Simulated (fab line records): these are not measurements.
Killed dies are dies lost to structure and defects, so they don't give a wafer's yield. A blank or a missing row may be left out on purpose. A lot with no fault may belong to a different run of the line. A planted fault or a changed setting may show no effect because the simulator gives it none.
Which tool was responsible? || flow n5_finfet || 30 wafers from 10 lots sampled at 5 of the route's 1938 steps

== WHAT EACH GAUGE READ, for each wafer ==
N5_BEOL_M4_RC_MEAS_101. Usual: DIBL_N 36.5 mV/V, standard deviation 2; DIBL_P 36.5 mV/V, standard deviation 2.3; IOFF_N 0.16 nA/um, standard deviation 0.036; IOFF_P 0.21 nA/um, standard deviation 0.037; ION_N 672 uA/um, standard deviation 12; ION_P 459 uA/um, standard deviation 7.1; SS_N 71.6 mV/dec, standard deviation 0.73; SS_P 73.4 mV/dec, standard deviation 0.76; VT_N 250 mV, standard deviation 3.3; VT_P -250.5 mV, standard deviation 2.9.
{"lot": "L815", "measured": "day 8 14:59", "on": "prober-02", "DIBL_N (mV/V)": "31.8 33.0 34.4", "DIBL_P (mV/V)": "34.0 34.7 37.4", "IOFF_N (nA/um)": "0.12 0.13 0.16", "IOFF_P (nA/um)": "0.17 0.17 0.20", "ION_N (uA/um)": "671 659 675", "ION_P (uA/um)": "462 450 461", "SS_N (mV/dec)": "71.2 70.6 70.9", "SS_P (mV/dec)": "72.4 72.4 73.5", "VT_N (mV)": "252 254 250", "VT_P (mV)": "-250.3 -253.8 -249.8", "flag": ""}
{"lot": "L822", "measured": "day 10 07:19", "on": "prober-01", "DIBL_N (mV/V)": "36.5 38.1 37.2", "DIBL_P (mV/V)": "35.9 39.1 37.3", "IOFF_N (nA/um)": "0.14 0.18 0.16", "IOFF_P (nA/um)": "0.19 0.24 0.21", "ION_N (uA/um)": "661 683 671", "ION_P (uA/um)": "453 469 459", "SS_N (mV/dec)": "72.5 72.6 72.4", "SS_P (mV/dec)": "72.6 73.7 73.2", "VT_N (mV)": "251 249 249", "VT_P (mV)": "-252.4 -247.1 -249.2", "flag": ""}
{"lot": "L824", "measured": "day 10 13:35", "on": "prober-02", "DIBL_N (mV/V)": "37.6 36.0 33.6", "DIBL_P (mV/V)": "38.5 36.5 33.9", "IOFF_N (nA/um)": "0.18 0.15 0.11", "IOFF_P (nA/um)": "0.23 0.19 0.16", "ION_N (uA/um)": "675 680 664", "ION_P (uA/um)": "461 461 451", "SS_N (mV/dec)": "72.6 71.7 70.6", "SS_P (mV/dec)": "74.5 73.3 72.6", "VT_N (mV)": "248 249 255", "VT_P (mV)": "-248.7 -250.3 -253.8", "flag": ""}
{"lot": "L827", "measured": "day 11 17:28", "on": "prober-01", "DIBL_N (mV/V)": "38.3 39.4 38.6", "DIBL_P (mV/V)": "36.8 37.8 37.5", "IOFF_N (nA/um)": "0.19 0.24 0.21", "IOFF_P (nA/um)": "0.25 0.27 0.27", "ION_N (uA/um)": "684 693 680", "ION_P (uA/um)": "464 465 462", "SS_N (mV/dec)": "71.7 72.8 72.3", "SS_P (mV/dec)": "74.4 74.5 74.3", "VT_N (mV)": "245 243 247", "VT_P (mV)": "-248.6 -247.5 -247.8", "flag": ""}
{"lot": "L828", "measured": "day 11 19:24", "on": "prober-01", "DIBL_N (mV/V)": "36.3 37.4 37.3", "DIBL_P (mV/V)": "36.2 36.3 38.8", "IOFF_N (nA/um)": "0.16 0.19 0.20", "IOFF_P (nA/um)": "0.20 0.21 0.25", "ION_N (uA/um)": "663 652 669", "ION_P (uA/um)": "448 446 463", "SS_N (mV/dec)": "71.8 73.3 72.6", "SS_P (mV/dec)": "73.1 73.4 73.4", "VT_N (mV)": "250 250 247", "VT_P (mV)": "-252.3 -249.7 -246.2", "flag": ""}
{"lot": "L829", "measured": "day 11 17:46", "on": "prober-02", "DIBL_N (mV/V)": "38.6 36.4 38.8", "DIBL_P (mV/V)": "38.0 35.2 38.0", "IOFF_N (nA/um)": "0.19 0.14 0.18", "IOFF_P (nA/um)": "0.24 0.18 0.23", "ION_N (uA/um)": "666 649 664", "ION_P (uA/um)": "449 452 457", "SS_N (mV/dec)": "72.4 72.4 72.6", "SS_P (mV/dec)": "73.0 72.6 73.2", "VT_N (mV)": "248 254 253", "VT_P (mV)": "-249.1 -252.1 -249.6", "flag": ""}
{"lot": "L832", "measured": "day 12 16:20", "on": "prober-01", "DIBL_N (mV/V)": "36.3 36.5 36.8", "DIBL_P (mV/V)": "34.2 35.2 35.0", "IOFF_N (nA/um)": "0.15 0.15 0.15", "IOFF_P (nA/um)": "0.18 0.19 0.19", "ION_N (uA/um)": "670 683 663", "ION_P (uA/um)": "454 465 453", "SS_N (mV/dec)": "71.7 71.3 72.0", "SS_P (mV/dec)": "73.4 73.0 73.7", "VT_N (mV)": "251 248 254", "VT_P (mV)": "-254.5 -249.9 -252.3", "flag": ""}
{"lot": "L833", "measured": "day 12 10:17", "on": "prober-02", "DIBL_N (mV/V)": "35.3 35.1 36.7", "DIBL_P (mV/V)": "33.9 33.6 35.6", "IOFF_N (nA/um)": "0.13 0.13 0.15", "IOFF_P (nA/um)": "0.20 0.19 0.23", "ION_N (uA/um)": "667 671 679", "ION_P (uA/um)": "463 464 470", "SS_N (mV/dec)": "70.7 70.4 71.5", "SS_P (mV/dec)": "72.7 72.4 73.3", "VT_N (mV)": "253 252 249", "VT_P (mV)": "-247.5 -250.6 -247.3", "flag": ""}
{"lot": "L837", "measured": "day 13 21:25", "on": "prober-01", "DIBL_N (mV/V)": "38.1 37.5 37.7", "DIBL_P (mV/V)": "41.2 39.5 39.4", "IOFF_N (nA/um)": "0.24 0.21 0.21", "IOFF_P (nA/um)": "0.30 0.26 0.26", "ION_N (uA/um)": "691 684 661", "ION_P (uA/um)": "474 467 449", "SS_N (mV/dec)": "72.1 71.8 72.3", "SS_P (mV/dec)": "73.9 74.3 74.0", "VT_N (mV)": "243 248 247", "VT_P (mV)": "-243.0 -246.6 -245.4", "flag": ""}
{"lot": "L838", "measured": "day 14 20:04", "on": "prober-01", "DIBL_N (mV/V)": "38.1 39.1 38.8", "DIBL_P (mV/V)": "40.2 40.6 41.3", "IOFF_N (nA/um)": "0.19 0.22 0.21", "IOFF_P (nA/um)": "0.21 0.23 0.23", "ION_N (uA/um)": "671 682 675", "ION_P (uA/um)": "457 457 456", "SS_N (mV/dec)": "71.6 72.8 72.4", "SS_P (mV/dec)": "75.2 74.2 74.7", "VT_N (mV)": "249 246 248", "VT_P (mV)": "-250.8 -251.5 -248.9", "flag": ""}

== WHICH TOOL RAN EACH LOT (tool, then ch and the chambers of the sampled wafers, then the start) ==
{"lot": "L815", "N5_HKMG_FIN_ETCHBACK_68": "rie_metal-01 ch 0,1, day 4 08:56", "N5_HKMG_FIN_ALD_72": "cvd_w-02 ch 0,1, day 4 09:49", "N5_GATE_CUT_ETCH_56": "rie_metal-02 ch 0,1, day 4 10:51", "N5_GATE_CUT_CMP_02": "cmp-03 ch 1,2,3, day 4 13:59"}
{"lot": "L822", "N5_HKMG_FIN_ETCHBACK_68": "rie_metal-03 ch 0,1, day 6 01:19", "N5_HKMG_FIN_ALD_72": "cvd_w-01 ch 0,1, day 6 02:12", "N5_GATE_CUT_ETCH_56": "rie_metal-03 ch 0,1, day 6 03:14", "N5_GATE_CUT_CMP_02": "cmp-02 ch 0,2, day 6 06:07"}
{"lot": "L824", "N5_HKMG_FIN_ETCHBACK_68": "rie_metal-03 ch 0,1, day 6 14:10", "N5_HKMG_FIN_ALD_72": "cvd_w-01 ch 0,1, day 6 15:03", "N5_GATE_CUT_ETCH_56": "rie_metal-03 ch 0,1, day 6 16:05", "N5_GATE_CUT_CMP_02": "cmp-01 ch 0,1,3, day 6 19:01"}
{"lot": "L827", "N5_HKMG_FIN_ETCHBACK_68": "rie_metal-02 ch 0,1, day 7 07:15", "N5_HKMG_FIN_ALD_72": "cvd_w-02 ch 0,1, day 7 08:07", "N5_GATE_CUT_ETCH_56": "rie_metal-01 ch 0,1, day 7 09:10", "N5_GATE_CUT_CMP_02": "cmp-03 ch 2,3, day 7 11:56"}
{"lot": "L828", "N5_HKMG_FIN_ETCHBACK_68": "rie_metal-02 ch 0,1, day 7 13:56", "N5_HKMG_FIN_ALD_72": "cvd_w-02 ch 0,1, day 7 14:50", "N5_GATE_CUT_ETCH_56": "rie_metal-03 ch 0,1, day 7 15:52", "N5_GATE_CUT_CMP_02": "cmp-01 ch 0,2,3, day 7 18:40"}
{"lot": "L829", "N5_HKMG_FIN_ETCHBACK_68": "rie_metal-03 ch 0,1, day 7 18:21", "N5_HKMG_FIN_ALD_72": "cvd_w-02 ch 1, day 7 19:14", "N5_GATE_CUT_ETCH_56": "rie_metal-02 ch 0,1, day 7 20:17", "N5_GATE_CUT_CMP_02": "cmp-01 ch 1,2,3, day 7 23:04"}
{"lot": "L832", "N5_HKMG_FIN_ETCHBACK_68": "rie_metal-01 ch 0,1, day 8 11:47", "N5_HKMG_FIN_ALD_72": "cvd_w-02 ch 0,1, day 8 12:58", "N5_GATE_CUT_ETCH_56": "rie_metal-02 ch 0,1, day 8 14:00", "N5_GATE_CUT_CMP_02": "cmp-02 ch 1,2,3, day 8 18:01"}
{"lot": "L833", "N5_HKMG_FIN_ETCHBACK_68": "rie_metal-02 ch 0,1, day 8 17:28", "N5_HKMG_FIN_ALD_72": "cvd_w-01 ch 0,1, day 8 18:22", "N5_GATE_CUT_ETCH_56": "rie_metal-01 ch 0, day 8 19:24", "N5_GATE_CUT_CMP_02": "cmp-03 ch 0,1,2, day 8 22:12"}
{"lot": "L837", "N5_HKMG_FIN_ETCHBACK_68": "rie_metal-02 ch 0,1, day 9 18:06", "N5_HKMG_FIN_ALD_72": "cvd_w-02 ch 0,1, day 9 18:59", "N5_GATE_CUT_ETCH_56": "rie_metal-01 ch 0, day 9 20:01", "N5_GATE_CUT_CMP_02": "cmp-03 ch 0,1,3, day 9 22:52"}
{"lot": "L838", "N5_HKMG_FIN_ETCHBACK_68": "rie_metal-02 ch 0,1, day 10 04:09", "N5_HKMG_FIN_ALD_72": "cvd_w-02 ch 0,1, day 10 05:02", "N5_GATE_CUT_ETCH_56": "rie_metal-03 ch 1, day 10 06:12", "N5_GATE_CUT_CMP_02": "cmp-01 ch 1,2, day 10 09:07"}
- N5_HKMG_FIN_ETCHBACK_68: etches the open film in Cl2/Ar, stops on HfO2, target depth 0.5 nm.
- N5_HKMG_FIN_ALD_72: deposits W, target thk 2 nm, pulse time 1 s, purge time 2 s.
- N5_GATE_CUT_ETCH_56: etches TiN in Cl2/Ar, target depth 21.6 nm.
- N5_GATE_CUT_CMP_02: polishes, stops on SiO2, t overpolish 12.7 s, target thk 0 nm.

== AS READ BY THE TOOLS THEMSELVES (means over the sampled wafers that have a number; for cases with no such wafer, the mark the record gives instead) ==
N5_HKMG_FIN_ETCHBACK_68. Usual: drypump_motor_current_A 6.0 A, standard deviation 0.38; oes_product_au 0.72 a.u., standard deviation 0.097; throttle_valve_pct 20.90 %, standard deviation 0.26.
{"lot": "L815", "tool": "rie_metal-01", "drypump_motor_current_A (A)": 6.3, "oes_product_au (a.u.)": 0.74, "throttle_valve_pct (%)": 20.80, "flag": ""}
{"lot": "L822", "tool": "rie_metal-03", "drypump_motor_current_A (A)": 6.0, "oes_product_au (a.u.)": 0.68, "throttle_valve_pct (%)": 21.03, "flag": ""}
{"lot": "L824", "tool": "rie_metal-03", "drypump_motor_current_A (A)": 5.7, "oes_product_au (a.u.)": 0.67, "throttle_valve_pct (%)": 20.85, "flag": ""}
{"lot": "L827", "tool": "rie_metal-02", "drypump_motor_current_A (A)": 5.9, "oes_product_au (a.u.)": 0.71, "throttle_valve_pct (%)": 21.07, "flag": ""}
{"lot": "L828", "tool": "rie_metal-02", "drypump_motor_current_A (A)": 5.9, "oes_product_au (a.u.)": 0.78, "throttle_valve_pct (%)": 20.95, "flag": ""}
{"lot": "L829", "tool": "rie_metal-03", "drypump_motor_current_A (A)": 5.7, "oes_product_au (a.u.)": 0.66, "throttle_valve_pct (%)": 20.85, "flag": ""}
{"lot": "L832", "tool": "rie_metal-01", "drypump_motor_current_A (A)": 6.3, "oes_product_au (a.u.)": 0.71, "throttle_valve_pct (%)": 20.83, "flag": ""}
{"lot": "L833", "tool": "rie_metal-02", "drypump_motor_current_A (A)": 6.0, "oes_product_au (a.u.)": 0.70, "throttle_valve_pct (%)": 21.09, "flag": ""}
{"lot": "L837", "tool": "rie_metal-02", "drypump_motor_current_A (A)": 5.9, "oes_product_au (a.u.)": 0.70, "throttle_valve_pct (%)": 21.11, "flag": ""}
{"lot": "L838", "tool": "rie_metal-02", "drypump_motor_current_A (A)": 5.9, "oes_product_au (a.u.)": 0.69, "throttle_valve_pct (%)": 21.10, "flag": ""}

N5_HKMG_FIN_ALD_72. Usual: heater_power_w 511 W, standard deviation 68; precursor_pulse_height_rel 1.000, standard deviation 0.022.
{"lot": "L815", "tool": "cvd_w-02", "heater_power_w (W)": 466, "precursor_pulse_height_rel": 0.990, "flag": ""}
{"lot": "L822", "tool": "cvd_w-01", "heater_power_w (W)": 583, "precursor_pulse_height_rel": 0.998, "flag": ""}
{"lot": "L824", "tool": "cvd_w-01", "heater_power_w (W)": 540, "precursor_pulse_height_rel": 0.976, "flag": ""}
{"lot": "L827", "tool": "cvd_w-02", "heater_power_w (W)": 465, "precursor_pulse_height_rel": 1.005, "flag": ""}
{"lot": "L828", "tool": "cvd_w-02", "heater_power_w (W)": 466, "precursor_pulse_height_rel": 1.008, "flag": ""}
{"lot": "L829", "tool": "cvd_w-02", "heater_power_w (W)": 477, "precursor_pulse_height_rel": 1.009, "flag": ""}
{"lot": "L832", "tool": "cvd_w-02", "heater_power_w (W)": 477, "precursor_pulse_height_rel": 1.004, "flag": ""}
{"lot": "L833", "tool": "cvd_w-01", "heater_power_w (W)": 592, "precursor_pulse_height_rel": 0.996, "flag": ""}
{"lot": "L837", "tool": "cvd_w-02", "heater_power_w (W)": 465, "precursor_pulse_height_rel": 1.011, "flag": ""}
{"lot": "L838", "tool": "cvd_w-02", "heater_power_w (W)": 469, "precursor_pulse_height_rel": 0.991, "flag": ""}

N5_GATE_CUT_ETCH_56. Usual: drypump_motor_current_A 6.1 A, standard deviation 0.34; oes_product_au 0.73 a.u., standard deviation 0.09; throttle_valve_pct 20.87 %, standard deviation 0.28.
{"lot": "L815", "tool": "rie_metal-02", "drypump_motor_current_A (A)": 6.0, "oes_product_au (a.u.)": 0.82, "throttle_valve_pct (%)": 20.92, "flag": ""}
{"lot": "L822", "tool": "rie_metal-03", "drypump_motor_current_A (A)": 6.0, "oes_product_au (a.u.)": 0.71, "throttle_valve_pct (%)": 20.99, "flag": ""}
{"lot": "L824", "tool": "rie_metal-03", "drypump_motor_current_A (A)": 5.7, "oes_product_au (a.u.)": 0.68, "throttle_valve_pct (%)": 20.83, "flag": ""}
{"lot": "L827", "tool": "rie_metal-01", "drypump_motor_current_A (A)": 6.2, "oes_product_au (a.u.)": 0.72, "throttle_valve_pct (%)": 20.82, "flag": ""}
{"lot": "L828", "tool": "rie_metal-03", "drypump_motor_current_A (A)": 6.0, "oes_product_au (a.u.)": 0.70, "throttle_valve_pct (%)": 20.99, "flag": ""}
{"lot": "L829", "tool": "rie_metal-02", "drypump_motor_current_A (A)": 5.9, "oes_product_au (a.u.)": 0.79, "throttle_valve_pct (%)": 20.95, "flag": ""}
{"lot": "L832", "tool": "rie_metal-02", "drypump_motor_current_A (A)": 5.9, "oes_product_au (a.u.)": 0.88, "throttle_valve_pct (%)": 20.85, "flag": ""}
{"lot": "L833", "tool": "rie_metal-01", "drypump_motor_current_A (A)": 6.3, "oes_product_au (a.u.)": 0.66, "throttle_valve_pct (%)": 21.02, "flag": ""}
{"lot": "L837", "tool": "rie_metal-01", "drypump_motor_current_A (A)": 6.3, "oes_product_au (a.u.)": 0.66, "throttle_valve_pct (%)": 21.01, "flag": ""}
{"lot": "L838", "tool": "rie_metal-03", "drypump_motor_current_A (A)": 6.4, "oes_product_au (a.u.)": 0.71, "throttle_valve_pct (%)": 21.17, "flag": ""}

N5_GATE_CUT_CMP_02. Usual: motor_current_A 9.2 A, standard deviation 0.94; overpolish_run_s 12.701 s, standard deviation 0.008; time_to_endpoint_s 24.7 s, standard deviation 2.9.
{"lot": "L815", "tool": "cmp-03", "motor_current_A (A)": 9.8, "overpolish_run_s (s)": 12.711, "time_to_endpoint_s (s)": 25.4, "flag": ""}
{"lot": "L822", "tool": "cmp-02", "motor_current_A (A)": 8.1, "overpolish_run_s (s)": 12.697, "time_to_endpoint_s (s)": 26.4, "flag": ""}
{"lot": "L824", "tool": "cmp-01", "motor_current_A (A)": 9.1, "overpolish_run_s (s)": 12.698, "time_to_endpoint_s (s)": 28.4, "flag": ""}
{"lot": "L827", "tool": "cmp-03", "motor_current_A (A)": 9.7, "overpolish_run_s (s)": 12.708, "time_to_endpoint_s (s)": 26.7, "flag": ""}
{"lot": "L828", "tool": "cmp-01", "motor_current_A (A)": 9.4, "overpolish_run_s (s)": 12.703, "time_to_endpoint_s (s)": 23.3, "flag": ""}
{"lot": "L829", "tool": "cmp-01", "motor_current_A (A)": 9.8, "overpolish_run_s (s)": 12.697, "time_to_endpoint_s (s)": 22.9, "flag": ""}
{"lot": "L832", "tool": "cmp-02", "motor_current_A (A)": 8.2, "overpolish_run_s (s)": 12.698, "time_to_endpoint_s (s)": 23.9, "flag": ""}
{"lot": "L833", "tool": "cmp-03", "motor_current_A (A)": 9.5, "overpolish_run_s (s)": 12.701, "time_to_endpoint_s (s)": 28.2, "flag": ""}
{"lot": "L837", "tool": "cmp-03", "motor_current_A (A)": 9.6, "overpolish_run_s (s)": 12.701, "time_to_endpoint_s (s)": 24.3, "flag": ""}
{"lot": "L838", "tool": "cmp-01", "motor_current_A (A)": 9.6, "overpolish_run_s (s)": 12.692, "time_to_endpoint_s (s)": 19.7, "flag": ""}

== THE ANSWER, worked out from the rows above alone ==
Rule: a lot is off if the mean of its wafers that have a number lies more than 3 standard deviations from the usual mean. A lot without any number at a reading at which 4 lots or more have one is off too. Where the step has rows for the other lots, those lots are counted as sound. Order of review: gauges by route order, followed by the tools' own readings, for which a lot's mean as printed above is used. The first step at which some lot is off is used, and at that step the reading that is off furthest; a lot without a number counts as furthest.
No lot is off on any of the readings shown, so nothing can be concluded from this.

== WHAT HAD BEEN PUT IN BY THE SIMULATOR ==
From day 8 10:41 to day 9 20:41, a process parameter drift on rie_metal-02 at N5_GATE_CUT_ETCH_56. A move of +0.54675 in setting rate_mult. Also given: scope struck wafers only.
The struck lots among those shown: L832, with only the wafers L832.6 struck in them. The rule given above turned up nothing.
